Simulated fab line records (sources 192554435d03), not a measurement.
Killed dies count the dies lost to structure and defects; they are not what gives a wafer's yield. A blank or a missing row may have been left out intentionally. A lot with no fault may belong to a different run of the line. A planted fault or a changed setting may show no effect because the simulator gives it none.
Chamber matching | flow n5_finfet | 4 sister chambers for N5_BEOL_M11_VIA_ETCH_34 on rie_diel-05
The step etches SiCOH lowk in C4F6/O2, target depth 184.5 nm, time 69.2 s. 14 wafers are shown with their chamber, then 7 later ones without.

## WAFERS, EACH WITH ITS CHAMBER
wafer  | chamber | throttle_valve_pct (%) | showerhead_plenum_p_Torr (Torr) | rf_vpp_V (V)
L609.1 | 2       | 21.41                  | 2.72                            | 657
L609.5 | 0       | 20.99                  | 2.81                            | 677
L609.6 | 3       | 21.01                  | 2.91                            | 669
L611.2 | 2       | 21.42                  | 2.72                            | 656
L611.5 | 2       | 21.43                  | 2.72                            | 658
L611.6 | 3       | 21.04                  | 2.91                            | 669
L617.1 | 2       | 21.44                  | 2.72                            | 659
L617.4 | 3       | 21.05                  | 2.91                            | 669
L617.5 | 1       | 20.76                  | 2.82                            | 656
L615.4 | 2       | 21.43                  | 2.71                            | 658
L615.5 | 3       | 21.05                  | 2.90                            | 668
L615.6 | 2       | 21.44                  | 2.71                            | 658
L618.1 | 3       | 21.04                  | 2.90                            | 668
L618.3 | 0       | 21.00                  | 2.80                            | 676

SIGNATURES, as means of the wafers listed above
reading                  | chamber 0 | chamber 1 | chamber 2 | chamber 3 | scatter within a chamber
throttle_valve_pct       | 20.9950   | 20.7600   | 21.4283   | 21.0380   | 0.0135
showerhead_plenum_p_Torr | 2.8050    | 2.8200    | 2.7167    | 2.9060    | 0.00551
rf_vpp_V                 | 676.50    | 656.00    | 657.67    | 668.60    | 0.839
Rule: distance of a wafer from a chamber = root of the sum over the readings of ((wafer's reading minus chamber's mean) / reading's scatter) squared. If the next closest chamber is less than 2 further off than the closest, the wafer can't be placed; otherwise it belongs to the closest. The scatter is the square root of a quotient: the sum, over the shown wafers, of each reading's squared deviation from its chamber's mean, divided by wafers minus chambers.

## WAFERS WITHOUT THEIR CHAMBER
wafer  | throttle_valve_pct (%) | showerhead_plenum_p_Torr (Torr) | rf_vpp_V (V)
L618.5 | 21.44                  | 2.71                            | 657
L619.4 | 21.01                  | 2.80                            | 677
L619.5 | 20.99                  | 2.80                            | 674
L619.6 | 21.05                  | 2.90                            | 668
L622.3 | 20.81                  | 2.81                            | 656
L622.5 | 21.06                  | 2.90                            | 668
L622.6 | 21.01                  | 2.79                            | 678

## THE CHAMBER EACH PASSED THROUGH
wafer  | from the rows above | in truth
L618.5 | 2                   | 2
L619.4 | 0                   | 0
L619.5 | 0                   | 0
L619.6 | 3                   | 3
L622.3 | 1                   | 1
L622.5 | 3                   | 3
L622.6 | 0                   | 0
Correct placement for 7 of the 7. Left unplaced by these rows: 0. Number placed wrongly: 0.
